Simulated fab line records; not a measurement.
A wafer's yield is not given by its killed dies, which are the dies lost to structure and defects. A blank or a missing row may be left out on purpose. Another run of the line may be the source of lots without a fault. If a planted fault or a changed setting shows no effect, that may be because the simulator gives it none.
fab line records	flow n5Finfet
[record] lots = 24	wafers = 72	lastDay = 22
route steps=1938 shown WELL_APT@50 FIN_SAQP@97
lots with no fault: from the same line, run without faults
startH: the number of hours between the record's first day and the start of the first shown wafer of the lot	waitH: hours since the lot's step before	" same as the row above	L1.1+2: a row that stands for several wafers	- no value, or no start was given	* or withheld: withheld	< > ~ a bound
route shown NAME@n: names a module that has steps shown in the file, with the first one's number in the route	usual: mean and standard deviation over wafers with no fault	same: alike in all rows	chamber/n: place in a boat	sites: the reading at each site	_std_site: standard deviation across them	_edge_site: the outer-site mean with the inner-site mean subtracted	radiusMm: for every site, how far away it sits from the centre of the wafer	mask NAME#n: copy n	behind: the most recent tool/chamber to have shaped the wafer	hold: cause of the lot's hold/its duration in hours/its outcome	device: whichever transistor did not switch (one of n, p or np)	end of line: tests run on the same wafers once the route is complete	step lacking rows: just its recipe	killed: dies lost to structure and defects at the first sort, not the wafer's yield	map: dies across one wafer; x = killed, . = not, _ = none there
set.NAME: the run value of the setting; set.NAME@STEP: its run value at that earlier step	model.NAME: the simulator's own value behind a step, which no gauge read
one table for each step of the route and one row for each wafer, over a sample of lots
services: the hour from which a tool's chamber was out of use, counted from the record's first day as startH (under 0 if before that day), plus the number of hours and why
[[steps]]
[step N5_WELL_APT_RTA_34]
[recipe] tempC = 1000	timeS = 10	ambient = N2	idleTempC = 600	rampUpCPerS = 150	rampDownCPerS = 60	coolToC = 600
[usual] lampPowerPct = 13.00/0.055	wafer_temp_C_max = 1003.6/1.1
lot.wafer	tool	chamber	startH	waitH	lampPowerPct	wafer_temp_C_max
L074.1	rtpAnneal-01	0	16.19	0.0	13.02	1003.4
L074.3	"	0	"	"	13.00	1003.0
L074.5	"	0	"	"	12.93	1004.4
L075.2	rtpAnneal-02	0	22.12	0.0	13.00	1002.1
L075.4	"	0	"	"	12.98	1003.1
L075.5	"	0	"	"	12.98	1003.9
L076.4	rtpAnneal-02	0	28.18	0.1	12.99	1002.6
L076.5	"	0	"	"	12.95	1004.0
L076.6	"	0	"	"	13.01	1004.7
L077.1	rtpAnneal-01	0	34.15	0.4	12.99	1004.5
L077.4	"	0	"	"	12.95	1004.2
L077.6	"	0	"	"	13.04	1005.5
L078.4	rtpAnneal-01	0	39.91	0.1	13.03	1003.4
L078.5	"	0	"	"	13.01	1003.6
L078.6	"	0	"	"	13.01	1002.2
L079.1	rtpAnneal-01	0	45.74	0.0	13.01	1002.6
L079.3	"	0	"	"	12.99	1003.6
L079.4	"	0	"	"	12.98	1002.9
L080.3	rtpAnneal-01	0	51.75	0.1	13.00	1003.9
L080.4	"	0	"	"	13.16	1005.6
L080.5	"	0	"	"	13.08	1003.9
L081.1	rtpAnneal-01	0	57.75	0.1	12.94	1004.2
L081.2	"	0	"	"	12.94	1007.0
L081.4	"	0	"	"	13.05	1006.2
L082.1	rtpAnneal-02	0	63.87	0.2	13.02	1003.3
L082.3	"	0	"	"	12.93	1003.9
L082.6	"	0	"	"	13.03	1004.2
L083.2	rtpAnneal-01	0	70.28	0.2	13.07	1003.3
L083.3	"	0	"	"	13.05	1002.5
L083.4	"	0	"	"	12.99	1004.5
L084.4	rtpAnneal-02	0	76.27	0.1	12.99	1003.4
L084.5	"	0	"	"	12.97	1003.3
L084.6	"	0	"	"	13.07	1003.5
L085.1	rtpAnneal-02	0	82.25	0.1	13.00	1005.3
L085.2	"	0	"	"	13.01	1004.7
L085.6	"	0	"	"	13.01	1002.8
L086.3	rtpAnneal-01	0	88.26	0.4	12.96	1003.1
L086.5	"	0	"	"	12.96	1003.3
L086.6	"	0	"	"	12.98	1003.6
L087.2	rtpAnneal-01	0	93.96	0.0	13.01	1001.7
L087.4	"	0	"	"	12.98	1003.5
L087.6	"	0	"	"	13.07	1002.7
L088.2	rtpAnneal-02	0	100.04	0.1	12.99	1003.6
L088.5	"	0	"	"	13.01	1005.7
L088.6	"	0	"	"	13.05	1003.9
L089.1	rtpAnneal-02	0	106.14	0.2	12.95	1003.8
L089.2	"	0	"	"	12.98	1002.8
L089.3	"	0	"	"	13.03	1002.5
L090.3	rtpAnneal-01	0	112.14	0.1	13.07	1001.2
L090.5	"	0	"	"	12.92	1003.0
L090.6	"	0	"	"	12.92	1005.8
L091.1	rtpAnneal-01	0	118.07	0.0	13.05	1005.8
L091.2	"	0	"	"	13.04	1002.3
L091.3	"	0	"	"	13.00	1005.4
L092.1	rtpAnneal-02	0	124.05	0.0	12.91	1003.5
L092.2	"	0	"	"	13.14	1003.6
L092.5	"	0	"	"	13.00	1004.8
L093.1	rtpAnneal-01	0	130.41	0.2	13.00	1004.4
L093.4	"	0	"	"	12.85	1003.9
L093.5	"	0	"	"	13.04	1002.7
L094.1	rtpAnneal-02	0	136.45	0.2	13.01	1001.8
L094.5	"	0	"	"	12.95	1002.8
L094.6	"	0	"	"	12.94	1003.0
L095.4	rtpAnneal-01	0	141.90	0.1	13.12	1001.5
L095.5	"	0	"	"	12.97	1004.8
L095.6	"	0	"	"	13.02	1004.2
L096.3	rtpAnneal-02	0	148.43	0.1	13.01	1004.6
L096.4	"	0	"	"	13.09	1004.1
L096.6	"	0	"	"	13.11	1005.2
L097.3	rtpAnneal-01	0	154.11	0.1	13.02	1004.4
L097.4	"	0	"	"	12.93	1004.1
L097.5	"	0	"	"	13.03	1003.7
[step N5_FIN_SAQP_THK_MEAS_05]
[usual] thkNm = 38.0/0.47
lot.wafer	tool	chamber	startH	waitH	thkNm
L074.1	filmMetro-02	-	21.75	0.1	37.8
L074.3	"	-	"	"	38.3
L074.5	"	-	"	"	38.2
L075.2	filmMetro-01	-	27.26	0.1	38.3
L075.4	"	-	"	"	38.9
L075.5	"	-	"	"	38.7
L076.4	filmMetro-01	-	33.20	0.0	37.7
L076.5	"	-	"	"	37.3
L076.6	"	-	"	"	38.0
L077.1	filmMetro-01	-	39.83	0.1	37.9
L077.4	"	-	"	"	38.5
L077.6	"	-	"	"	38.6
L078.4	filmMetro-02	-	45.42	0.0	38.1
L078.5	"	-	"	"	37.9
L078.6	"	-	"	"	37.9
L079.1	filmMetro-01	-	51.36	0.1	37.2
L079.3	"	-	"	"	37.6
L079.4	"	-	"	"	38.4
L080.3	filmMetro-02	-	57.44	0.1	37.1
L080.4	"	-	"	"	38.0
L080.5	"	-	"	"	37.8
L081.1	filmMetro-02	-	63.02	0.1	38.7
L081.2	"	-	"	"	38.4
L081.4	"	-	"	"	38.3
L082.1	filmMetro-02	-	70.03	0.1	37.4
L082.3	"	-	"	"	37.9
L082.6	"	-	"	"	38.2
L083.2	filmMetro-01	-	75.75	0.1	37.6
L083.3	"	-	"	"	37.8
L083.4	"	-	"	"	37.8
L084.4	filmMetro-01	-	81.68	0.0	38.8
L084.5	"	-	"	"	38.4
L084.6	"	-	"	"	38.7
L085.1	filmMetro-01	-	87.89	0.1	37.7
L085.2	"	-	"	"	37.4
L085.6	"	-	"	"	37.9
L086.3	filmMetro-01	-	95.60	0.1	36.8
L086.5	"	-	"	"	38.3
L086.6	"	-	"	"	38.2
L087.2	filmMetro-02	-	101.27	0.1	37.4
L087.4	"	-	"	"	38.2
L087.6	"	-	"	"	38.4
L088.2	filmMetro-02	-	106.03	0.1	36.9
L088.5	"	-	"	"	37.9
L088.6	"	-	"	"	38.0
L089.1	filmMetro-01	-	112.00	0.1	38.0
L089.2	"	-	"	"	38.4
L089.3	"	-	"	"	38.0
L090.3	filmMetro-02	-	117.64	0.1	37.4
L090.5	"	-	"	"	37.8
L090.6	"	-	"	"	38.3
L091.1	filmMetro-02	-	123.65	0.1	37.8
L091.2	"	-	"	"	38.1
L091.3	"	-	"	"	37.4
L092.1	filmMetro-01	-	129.72	0.1	37.8
L092.2	"	-	"	"	37.0
L092.5	"	-	"	"	38.4
L093.1	filmMetro-01	-	135.24	0.1	37.6
L093.4	"	-	"	"	37.8
L093.5	"	-	"	"	38.2
L094.1	filmMetro-01	-	141.31	0.1	38.0
L094.5	"	-	"	"	38.0
L094.6	"	-	"	"	38.5
L095.4	filmMetro-01	-	146.92	0.0	38.8
L095.5	"	-	"	"	38.1
L095.6	"	-	"	"	38.6
L096.3	filmMetro-02	-	153.63	0.1	37.6
L096.4	"	-	"	"	38.3
L096.6	"	-	"	"	37.6
L097.3	filmMetro-02	-	160.02	0.1	37.8
L097.4	"	-	"	"	38.3
L097.5	"	-	"	"	38.2
[step N5_FIN_SAQP_OVL_MEAS_17]
[recipe] pointsPerWafer = 44
[usual] FIN_CORE_OVL = 0.0/1
lot.wafer	tool	chamber	startH	waitH	FIN_CORE_OVL[nm]
L074.1	overlay-02	0	22.38	0.0	0.7
L074.3	"	0	"	"	0.0
L074.5	"	0	"	"	0.9
L075.2	overlay-02	0	27.94	0.0	1.6
L075.4	"	0	"	"	1.1
L075.5	"	0	"	"	0.4
L076.4	overlay-02	0	33.96	0.0	0.3
L076.5	"	0	"	"	-0.8
L076.6	"	0	"	"	2.0
L077.1	overlay-02	0	41.54	0.0	0.1
L077.4	"	0	"	"	-0.4
L077.6	"	0	"	"	-1.4
L078.4	overlay-02	0	46.15	0.0	-0.2
L078.5	"	0	"	"	1.3
L078.6	"	0	"	"	0.9
L079.1	overlay-02	0	52.10	0.0	-1.4
L079.3	"	0	"	"	-0.3
L079.4	"	0	"	"	0.3
L080.3	overlay-01	0	58.05	0.0	-0.8
L080.4	"	0	"	"	-0.2
L080.5	"	0	"	"	-0.9
L081.1	overlay-01	0	63.62	0.0	0.8
L081.2	"	0	"	"	1.1
L081.4	"	0	"	"	1.8
L082.1	overlay-02	0	70.78	0.0	0.2
L082.3	"	0	"	"	0.1
L082.6	"	0	"	"	0.9
L083.2	overlay-01	0	76.48	0.0	-0.5
L083.3	"	0	"	"	0.7
L083.4	"	0	"	"	-2.2
L084.4	overlay-01	0	82.28	0.0	-0.7
L084.5	"	0	"	"	0.1
L084.6	"	0	"	"	0.4
L085.1	overlay-02	0	88.50	0.0	-1.3
L085.2	"	0	"	"	0.3
L085.6	"	0	"	"	-0.2
L086.3	overlay-01	0	96.20	0.0	-0.1
L086.5	"	0	"	"	0.5
L086.6	"	0	"	"	1.3
L087.2	overlay-02	0	102.00	0.0	0.3
L087.4	"	0	"	"	-0.2
L087.6	"	0	"	"	0.5
L088.2	overlay-02	0	106.76	0.0	0.0
L088.5	"	0	"	"	-0.6
L088.6	"	0	"	"	0.1
L089.1	overlay-02	0	112.73	0.0	-0.4
L089.2	"	0	"	"	-2.0
L089.3	"	0	"	"	-0.3
L090.3	overlay-02	0	118.25	0.0	-0.2
L090.5	"	0	"	"	-0.5
L090.6	"	0	"	"	0.8
L091.1	overlay-02	0	124.38	0.0	-0.2
L091.2	"	0	"	"	-1.2
L091.3	"	0	"	"	0.9
L092.1	overlay-01	0	130.37	0.0	-1.3
L092.2	"	0	"	"	-2.3
L092.5	"	0	"	"	0.2
L093.1	overlay-01	0	135.84	0.0	-1.0
L093.4	"	0	"	"	0.2
L093.5	"	0	"	"	-1.4
L094.1	overlay-01	0	142.08	0.0	0.2
L094.5	"	0	"	"	1.6
L094.6	"	0	"	"	2.8
L095.4	overlay-02	0	147.65	0.0	0.7
L095.5	"	0	"	"	0.3
L095.6	"	0	"	"	0.7
L096.3	overlay-02	0	154.39	0.0	-0.8
L096.4	"	0	"	"	0.0
L096.6	"	0	"	"	-1.3
L097.3	overlay-02	0	160.82	0.0	-0.8
L097.4	"	0	"	"	-0.7
L097.5	"	0	"	"	-1.5
[step N5_FIN_SAQP_SPACER1_ETCHBACK_25]
[recipe] chemistry = CHF3/O2	mode = anisotropicEtchback	target = SiO2	targetDepthA = 244	timeS = 12.2	pressureMtorr = 30	sourceW = 650	biasW = 170	Ar_flow_sccm = 200	CHF3_flow_sccm = 50	O2_flow_sccm = 5	ionEnergyEv = 200
[usual] O2_flow_sccm = 5.000/0.014	drypumpMotorCurrentA = 5.7/0.45	oesProductAu = 0.75/0.08	rfVppV = 523/5.2	showerheadPlenumPTorr = 2.40/0.086	throttleValvePct = 19.02/0.13
lot.wafer	tool	chamber	startH	waitH	O2_flow_sccm	drypumpMotorCurrentA	oesProductAu	rfHoursCounterH	rfVppV	showerheadPlenumPTorr	throttleValvePct
L074.1	rieDiel-04	0	24.44	0.4	4.983	6.1	0.72	201	522	2.29	19.00
L074.3	"	1	"	"	4.989	5.6	0.70	239	524	2.37	19.35
L074.5	"	3	"	"	5.015	5.1	0.73	-	527	2.49	18.97
L075.2	rieDiel-04	1	29.96	0.4	5.015	5.6	0.70	242	524	2.37	19.35
L075.4	"	3	"	"	4.997	5.1	0.74	181	526	2.49	18.96
L075.5	"	0	"	"	4.991	6.1	0.72	-	521	2.29	18.99
L076.4	rieDiel-05	2	35.82	0.4	4.990	5.7	0.73	174	519	2.50	19.23
L076.5	"	3	"	"	5.010	6.6	0.75	-	523	2.51	18.95
L076.6	"	0	"	"	4.982	6.3	0.72	-	537	2.47	19.13
L077.1	rieDiel-02	0	43.52	0.4	4.980	5.6	0.76	148	528	2.32	18.83
L077.4	"	2	"	"	5.012	5.7	0.87	51	533	2.54	18.88
L077.6	"	0	"	"	5.003	5.6	0.75	-	527	2.32	18.81
L078.4	rieDiel-04	0	48.49	0.4	5.004	6.1	0.71	209	522	2.29	19.00
L078.5	"	1	"	"	5.007	5.6	0.70	-	524	2.37	19.37
L078.6	"	2	"	"	5.008	5.1	0.74	-	522	2.41	18.94
L079.1	rieDiel-05	0	54.15	0.4	4.986	6.3	0.70	228	537	2.47	19.13
L079.3	"	3	"	"	5.001	6.6	0.74	143	523	2.51	18.94
L079.4	"	2	"	"	4.982	5.7	0.73	179	519	2.50	19.23
L080.3	rieDiel-04	3	59.91	0.4	5.014	5.1	0.72	193	527	2.48	18.99
L080.4	"	2	"	"	5.012	5.2	0.74	-	520	2.40	18.94
L080.5	"	3	"	"	5.015	5.1	0.74	-	527	2.48	18.98
L081.1	rieDiel-04	3	65.49	0.4	4.982	5.1	0.72	195	525	2.48	19.00
L081.2	"	0	"	"	5.004	6.1	0.71	216	521	2.29	19.01
L081.4	"	2	"	"	4.962	5.1	0.73	-	520	2.40	18.95
L082.1	rieDiel-05	2	72.91	0.4	5.028	5.8	0.72	185	519	2.50	19.26
L082.3	"	1	"	"	5.019	5.4	0.69	218	515	2.30	18.98
L082.6	"	0	"	"	4.997	6.3	0.70	-	536	2.47	19.14
L083.2	rieDiel-02	2	80.28	0.4	5.009	5.7	0.85	63	534	2.54	18.91
L083.3	"	1	"	"	4.991	5.7	0.77	132	523	2.51	18.83
L083.4	"	0	"	"	4.999	5.6	0.74	161	527	2.32	18.83
L084.4	rieDiel-04	1	84.38	0.4	4.994	5.6	0.99	-	524	2.36	18.95
L084.5	"	0	"	"	4.997	6.1	0.69	-	520	2.28	19.03
L084.6	"	2	"	"	5.006	5.1	0.72	-	522	2.40	18.96
L085.1	rieDiel-04	2	90.36	0.4	5.001	5.2	0.72	177	521	2.40	18.97
L085.2	"	1	"	"	5.009	5.6	0.98	7	525	2.36	18.95
L085.6	"	1	"	"	5.014	5.7	0.98	-	525	2.36	18.95
L086.3	rieDiel-05	3	98.97	0.7	4.998	6.5	0.72	158	523	2.50	18.96
L086.5	"	2	"	"	4.994	5.8	0.71	-	517	2.49	19.26
L086.6	"	1	"	"	5.013	5.4	0.69	-	515	2.29	19.02
L087.2	rieDiel-02	0	103.92	0.4	4.985	5.6	0.73	169	526	2.31	18.84
L087.4	"	2	"	"	4.981	5.7	0.83	70	533	2.53	18.93
L087.6	"	0	"	"	4.983	5.6	0.73	-	527	2.32	18.84
L088.2	rieDiel-04	0	108.75	0.5	4.972	6.1	0.69	234	522	2.28	19.04
L088.5	"	0	"	"	4.957	6.1	0.69	-	520	2.28	19.05
L088.6	"	1	"	"	5.016	5.6	0.95	-	524	2.36	18.97
L089.1	rieDiel-04	3	114.65	0.4	5.021	5.1	0.71	211	528	2.48	19.01
L089.2	"	2	"	"	4.999	5.2	0.72	187	522	2.40	18.98
L089.3	"	1	"	"	5.003	5.6	0.94	17	524	2.36	18.97
L090.3	rieDiel-05	3	120.12	0.4	4.991	6.6	0.72	167	522	2.50	18.99
L090.5	"	3	"	"	4.986	6.6	0.72	-	523	2.50	18.98
L090.6	"	2	"	"	5.011	5.7	0.71	-	520	2.49	19.27
L091.1	rieDiel-04	1	126.50	0.6	4.990	5.6	0.94	20	524	2.36	18.98
L091.2	"	0	"	"	4.985	6.1	0.68	239	520	2.28	19.06
L091.3	"	3	"	"	5.012	5.1	0.71	213	525	2.47	19.03
L092.1	rieDiel-05	2	132.36	0.4	5.011	5.8	0.71	208	518	2.49	19.29
L092.2	"	3	"	"	4.989	6.6	0.71	173	521	2.50	19.00
L092.5	"	2	"	"	4.983	5.8	0.70	-	520	2.49	19.28
L093.1	rieDiel-04	3	137.74	0.4	5.004	5.1	0.71	218	527	2.47	19.04
L093.4	"	1	"	"	4.987	5.6	0.93	25	523	2.36	19.00
L093.5	"	2	"	"	4.986	5.2	0.71	-	520	2.39	19.00
L094.1	rieDiel-02	0	144.66	0.4	4.989	5.6	0.72	183	526	2.31	18.87
L094.5	"	1	"	"	4.990	5.7	0.75	-	524	2.50	18.86
L094.6	"	0	"	"	4.993	5.6	0.72	-	527	2.31	18.87
L095.4	rieDiel-04	3	149.64	0.0	5.037	5.1	0.70	223	524	2.47	19.04
L095.5	"	1	"	"	5.004	5.5	0.92	-	523	2.36	18.98
L095.6	"	0	"	"	5.002	6.1	0.68	-	520	2.27	19.07
L096.3	rieDiel-05	0	156.41	0.5	5.007	6.3	0.95	8	538	2.46	18.77
L096.4	"	3	"	"	4.993	6.6	0.71	183	521	2.49	19.02
L096.6	"	2	"	"	5.006	5.7	0.70	-	519	2.48	19.29
L097.3	rieDiel-05	0	162.99	0.4	5.016	6.3	0.94	10	536	2.46	18.77
L097.4	"	0	"	"	4.996	6.3	0.95	-	536	2.46	18.77
L097.5	"	2	"	"	5.011	5.7	0.70	-	518	2.48	19.29
[step N5_FIN_SAQP_ETCH_57]
[recipe] chemistry = CH3F/O2	target = SiNx	maskMaterial = SiO2	targetDepthA = 325	timeS = 46.4	pressureMtorr = 30	sourceW = 395	biasW = 73	Ar_flow_sccm = 150	CH3F_flow_sccm = 30	O2_flow_sccm = 20	ionEnergyEv = 120	ends = cleared
[usual] CH3F_flow_sccm = 30.01/0.09	O2_flow_sccm = 20.00/0.064	drypumpMotorCurrentA = 5.7/0.43	etchRfOnTimeS = 46.5/0.84	oesProductAu = 0.64/0.063	rfVppV = 297/3.4	showerheadPlenumPTorr = 2.00/0.077	throttleValvePct = 16.45/0.14
lot.wafer	tool	chamber	startH	waitH	CH3F_flow_sccm	O2_flow_sccm	drypumpMotorCurrentA	etchRfOnTimeS	oesProductAu	rfHoursCounterH	rfVppV	showerheadPlenumPTorr	throttleValvePct
L074.1	rieDiel-04	1	24.78	0.1	30.09	19.94	5.6	47.1	0.61	239	296	1.97	16.80
L074.3	"	3	"	"	30.03	20.03	5.1	47.0	0.63	180	299	2.07	16.44
L074.5	"	2	"	"	29.96	20.01	5.2	46.7	0.64	-	294	2.00	16.38
L075.2	rieDiel-02	0	30.20	0.0	29.96	19.95	5.6	46.5	0.65	144	300	1.93	16.24
L075.4	"	3	"	"	30.12	19.94	5.6	46.8	0.70	95	296	1.94	16.41
L075.5	"	2	"	"	29.96	20.06	5.6	45.8	0.74	-	303	2.11	16.28
L076.4	rieDiel-04	3	36.07	0.0	30.04	19.94	5.1	46.0	0.63	183	299	2.07	16.45
L076.5	"	1	"	"	29.91	20.07	5.5	47.1	0.60	-	297	1.96	16.81
L076.6	"	2	"	"	29.84	19.90	5.1	46.0	0.64	-	295	2.00	16.40
L077.1	rieDiel-04	0	43.77	0.0	30.08	20.01	6.1	45.2	0.61	207	296	1.90	16.47
L077.4	"	3	"	"	30.01	20.09	5.1	46.6	0.63	187	300	2.07	16.45
L077.6	"	1	"	"	30.06	19.99	5.6	46.5	0.60	-	295	1.96	16.82
L078.4	rieDiel-05	3	48.74	0.0	29.92	20.05	6.6	48.3	0.63	142	297	2.09	16.38
L078.5	"	0	"	"	30.05	20.04	6.3	47.7	0.60	-	306	2.05	16.60
L078.6	"	3	"	"	30.03	19.98	6.6	48.6	0.62	-	296	2.09	16.39
L079.1	rieDiel-02	1	54.40	0.0	30.08	20.03	5.8	46.8	0.66	124	298	2.09	16.25
L079.3	"	3	"	"	30.04	19.90	5.6	46.9	0.70	103	296	1.93	16.42
L079.4	"	0	"	"	30.20	19.78	5.6	46.8	0.64	152	297	1.92	16.26
L080.3	rieDiel-02	3	60.16	0.0	29.79	20.07	5.6	46.2	0.69	105	296	1.93	16.43
L080.4	"	0	"	"	29.99	20.03	5.6	46.7	0.64	154	298	1.92	16.27
L080.5	"	0	"	"	30.07	20.03	5.6	47.0	0.63	-	299	1.92	16.26
L081.1	rieDiel-05	3	65.73	0.0	30.08	20.02	6.6	46.3	0.64	146	296	2.09	16.41
L081.2	"	1	"	"	29.87	20.07	5.4	46.1	0.59	215	293	1.90	16.45
L081.4	"	2	"	"	30.02	19.98	5.8	46.0	0.62	183	294	2.07	16.68
L082.1	rieDiel-05	0	73.23	0.1	30.01	19.98	6.3	45.4	0.60	235	304	2.05	16.61
L082.3	"	1	"	"	30.01	19.84	5.4	46.0	0.59	218	293	1.90	16.46
L082.6	"	0	"	"	29.96	20.02	6.3	45.7	0.60	-	305	2.05	16.60
L083.2	rieDiel-04	2	80.53	0.0	29.90	19.99	5.2	46.7	0.62	173	295	1.99	16.44
L083.3	"	1	"	"	29.98	19.99	5.6	45.9	0.85	3	298	1.96	16.35
L083.4	"	3	"	"	30.04	19.97	5.1	47.5	0.62	201	299	2.06	16.48
L084.4	rieDiel-04	2	84.63	0.1	29.99	19.84	5.1	46.2	0.62	-	294	1.99	16.42
L084.5	"	0	"	"	30.04	19.91	6.1	47.2	0.59	-	295	1.89	16.53
L084.6	"	1	"	"	29.95	20.05	5.6	46.3	0.85	-	297	1.96	16.34
L085.1	rieDiel-04	1	90.61	0.0	29.91	20.00	5.6	45.0	0.83	7	299	1.96	16.35
L085.2	"	3	"	"	29.86	20.10	5.1	46.4	0.62	202	299	2.06	16.47
L085.6	"	3	"	"	30.04	20.07	5.1	47.0	0.61	-	299	2.06	16.47
L086.3	rieDiel-02	2	99.23	0.0	30.05	20.03	5.7	44.5	0.73	68	302	2.11	16.35
L086.5	"	3	"	"	30.09	19.89	5.6	46.5	0.69	-	296	1.93	16.46
L086.6	"	0	"	"	30.04	20.02	5.6	45.6	0.63	-	300	1.92	16.29
L087.2	rieDiel-05	2	104.17	0.0	29.99	19.88	5.8	47.2	0.61	196	293	2.07	16.71
L087.4	"	0	"	"	30.22	19.95	6.3	48.3	0.60	246	305	2.05	16.64
L087.6	"	0	"	"	29.99	19.93	6.3	47.8	0.59	-	304	2.05	16.65
L088.2	rieDiel-05	3	109.13	0.2	29.98	19.94	6.6	46.7	0.62	163	295	2.08	16.43
L088.5	"	2	"	"	29.95	19.91	5.7	47.8	0.61	-	293	2.07	16.70
L088.6	"	1	"	"	30.08	20.09	5.4	47.3	0.58	-	292	1.90	16.46
L089.1	rieDiel-05	1	114.90	0.1	30.07	19.91	5.4	46.4	0.57	234	292	1.90	16.47
L089.2	"	2	"	"	29.99	20.05	5.8	46.3	0.60	200	294	2.07	16.71
L089.3	"	3	"	"	30.04	20.02	6.6	46.6	0.62	165	297	2.08	16.45
L090.3	rieDiel-02	2	120.37	0.0	30.03	20.04	5.6	45.1	0.71	76	300	2.10	16.34
L090.5	"	1	"	"	29.97	19.93	5.7	46.3	0.64	-	298	2.09	16.32
L090.6	"	2	"	"	29.88	20.04	5.6	44.8	0.71	-	303	2.10	16.34
L091.1	rieDiel-04	3	127.15	0.4	30.30	20.06	5.1	45.7	0.61	214	299	2.06	16.48
L091.2	"	0	"	"	30.05	20.01	6.1	45.9	0.59	239	295	1.89	16.54
L091.3	"	2	"	"	30.07	19.98	5.2	45.9	0.61	190	295	1.99	16.45
L092.1	rieDiel-05	3	132.61	0.0	30.02	20.01	6.5	47.9	0.61	173	297	2.08	16.47
L092.2	"	1	"	"	29.96	19.98	5.4	47.1	0.58	240	292	1.89	16.49
L092.5	"	2	"	"	30.05	19.97	5.8	46.9	0.60	-	294	2.06	16.73
L093.1	rieDiel-04	1	137.99	0.0	29.89	19.92	5.6	45.4	0.80	25	297	1.95	16.40
L093.4	"	3	"	"	30.06	20.05	5.1	46.3	0.61	218	299	2.05	16.49
L093.5	"	3	"	"	30.00	20.08	5.1	46.6	0.60	-	300	2.05	16.49
L094.1	rieDiel-05	1	145.03	0.2	29.99	19.90	5.4	45.5	0.58	245	294	1.89	16.52
L094.5	"	3	"	"	30.21	19.85	6.5	46.8	0.61	-	297	2.07	16.44
L094.6	"	1	"	"	30.08	20.08	5.4	47.1	0.58	-	292	1.89	16.49
L095.4	rieDiel-02	2	149.89	0.0	29.96	19.91	5.7	47.0	0.69	87	301	2.10	16.35
L095.5	"	0	"	"	30.07	19.93	5.6	47.1	0.61	-	300	1.91	16.33
L095.6	"	3	"	"	30.12	19.96	5.6	47.6	0.66	-	296	1.92	16.49
L096.3	rieDiel-02	3	156.68	0.1	29.93	20.00	5.6	47.9	0.65	138	295	1.92	16.49
L096.4	"	3	"	"	30.07	19.96	5.6	47.9	0.66	-	297	1.92	16.50
L096.6	"	1	"	"	29.94	20.03	5.7	47.4	0.64	-	297	2.08	16.34
L097.3	rieDiel-05	3	163.23	0.0	30.04	20.09	6.6	47.9	0.60	185	295	2.07	16.48
L097.4	"	3	"	"	30.01	20.04	6.5	48.4	0.60	-	296	2.07	16.47
L097.5	"	0	"	"	30.22	19.95	6.3	46.9	0.80	-	303	2.04	16.18
[step N5_FIN_SAQP_CD_MEAS_31]
[recipe] targetCdNm = 8	landingEnergyEv = 1000	detector = seInlens	polarity = line
[usual] cdNm = 8.14/0.23
lot.wafer	tool	chamber	startH	waitH	cdNm
L074.1	cdSem-03	0	26.28	0.1	8.26
L074.3	"	0	"	"	8.35
L074.5	"	0	"	"	7.96
L075.2	cdSem-01	0	31.81	0.1	8.07
L075.4	"	0	"	"	8.24
L075.5	"	0	"	"	7.94
L076.4	cdSem-02	0	37.57	0.1	8.12
L076.5	"	0	"	"	8.00
L076.6	"	0	"	"	7.95
L077.1	cdSem-02	0	45.36	0.1	8.00
L077.4	"	0	"	"	7.66
L077.6	"	0	"	"	7.93
L078.4	cdSem-03	0	50.34	0.1	8.27
L078.5	"	0	"	"	7.81
L078.6	"	0	"	"	8.36
L079.1	cdSem-02	0	55.93	0.1	8.14
L079.3	"	0	"	"	7.75
L079.4	"	0	"	"	8.03
L080.3	cdSem-01	0	61.82	0.1	8.39
L080.4	"	0	"	"	8.03
L080.5	"	0	"	"	8.07
L081.1	cdSem-01	0	67.87	0.1	8.14
L081.2	"	0	"	"	8.25
L081.4	"	0	"	"	7.83
L082.1	cdSem-02	0	74.72	0.1	8.02
L082.3	"	0	"	"	8.15
L082.6	"	0	"	"	8.23
L083.2	cdSem-02	0	82.17	0.1	8.45
L083.3	"	0	"	"	8.30
L083.4	"	0	"	"	8.15
L084.4	cdSem-01	0	86.33	0.1	8.24
L084.5	"	0	"	"	7.93
L084.6	"	0	"	"	7.90
L085.1	cdSem-01	0	94.05	0.1	7.78
L085.2	"	0	"	"	7.88
L085.6	"	0	"	"	8.51
L086.3	cdSem-02	0	101.54	0.1	8.06
L086.5	"	0	"	"	8.48
L086.6	"	0	"	"	8.43
L087.2	cdSem-03	0	106.25	0.1	8.26
L087.4	"	0	"	"	8.19
L087.6	"	0	"	"	8.17
L088.2	cdSem-03	0	110.63	0.1	7.84
L088.5	"	0	"	"	7.87
L088.6	"	0	"	"	8.01
L089.1	cdSem-02	0	116.43	0.1	8.26
L089.2	"	0	"	"	8.05
L089.3	"	0	"	"	8.18
L090.3	cdSem-03	0	121.87	0.1	8.28
L090.5	"	0	"	"	7.92
L090.6	"	0	"	"	8.05
L091.1	cdSem-02	0	129.20	0.1	7.85
L091.2	"	0	"	"	8.01
L091.3	"	0	"	"	7.68
L092.1	cdSem-03	0	134.41	0.1	8.18
L092.2	"	0	"	"	7.97
L092.5	"	0	"	"	8.17
L093.1	cdSem-01	0	139.49	0.1	8.12
L093.4	"	0	"	"	8.22
L093.5	"	0	"	"	8.51
L094.1	cdSem-03	0	146.62	0.1	8.32
L094.5	"	0	"	"	8.30
L094.6	"	0	"	"	8.50
L095.4	cdSem-03	0	151.40	0.1	8.25
L095.5	"	0	"	"	8.40
L095.6	"	0	"	"	8.43
L096.3	cdSem-03	0	158.19	0.1	8.15
L096.4	"	0	"	"	8.08
L096.6	"	0	"	"	8.31
L097.3	cdSem-01	0	164.75	0.1	8.08
L097.4	"	0	"	"	7.96
L097.5	"	0	"	"	8.47
[[services]]
tool	chamber	startH	hours	kind
rieDiel-04	1	54.35	-	clean
rieDiel-04	1	54.35	-	consumableReplace:focusRing
rieDiel-04	1	54.35	18.2	scheduledDown
rieDiel-04	1	54.35	18.2	ventCycle
rieDiel-04	3	81.15	6.9	repair
rieDiel-05	0	113.99	-	clean
rieDiel-05	0	113.99	-	consumableReplace:focusRing
rieDiel-05	0	113.99	24.4	scheduledDown
rieDiel-05	0	113.99	24.4	ventCycle
rieDiel-05	1	126.71	2.8	repair
rieDiel-05	2	144.20	3.8	repair
rieDiel-04	0	157.01	-	clean
rieDiel-04	0	157.01	-	consumableReplace:focusRing
rieDiel-04	0	157.01	-	consumableReplace:showerhead
rieDiel-04	0	157.01	20.0	scheduledDown
rieDiel-04	0	157.01	20.0	ventCycle
rieDiel-05	1	157.39	-	clean
rieDiel-05	1	157.39	-	consumableReplace:focusRing
rieDiel-05	1	157.39	-	consumableReplace:showerhead
[[key]]
fault none
